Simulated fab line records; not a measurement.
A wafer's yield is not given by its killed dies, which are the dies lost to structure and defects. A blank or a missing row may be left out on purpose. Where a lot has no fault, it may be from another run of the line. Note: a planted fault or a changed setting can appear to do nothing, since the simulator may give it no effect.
Matching of chambers ; flow n5 finfet ; rie diel-03 running N5_BEOL_M1_DESCUM_33: 4 sister chambers
The step chemistry O2, time 7 s. 4 wafers are shown with their chamber, then 8 later ones without.

== WAFERS, EACH WITH ITS CHAMBER ==
wafer;chamber;showerhead plenum p Torr (Torr)
L077.2;0;2.19
L087.1;2;2.12
L087.3;3;1.99
L089.1;1;2.00

== WAFERS WITH NO CHAMBER GIVEN ==
wafer;showerhead plenum p Torr (Torr)
L089.3;2.12
L089.4;2.18
L091.3;2.18
L091.4;1.99
L091.6;1.99
L095.3;2.17
L095.5;1.99
L095.6;2.17

== WHICH CHAMBER EACH WENT THROUGH ==
wafer;from the rows above;in truth
L089.3;2;2
L089.4;0;0
L091.3;0;0
L091.4;can't be placed: 3 or 1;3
L091.6;can't be placed: 3 or 1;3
L095.3;0;0
L095.5;can't be placed: 3 or 1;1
L095.6;0;0
Placed correctly: 5 of 8. Can't be placed from these rows: 3 (the true chamber is among the candidates in 3). 0 placed wrongly.
How it was worked out, from the rows above alone: a wafer's distance from a chamber is the root of the sum, over the readings, of the square of ((its reading less the chamber's mean) divided by the reading's scatter). The wafer belongs to the nearest chamber; if the next one is less than 2 further off, it can't be placed. Each chamber's mean is taken over the wafers shown for it. The scatter: root of mean squared gap, hidden wafer to nearest shown wafer, with one shown wafer a chamber.
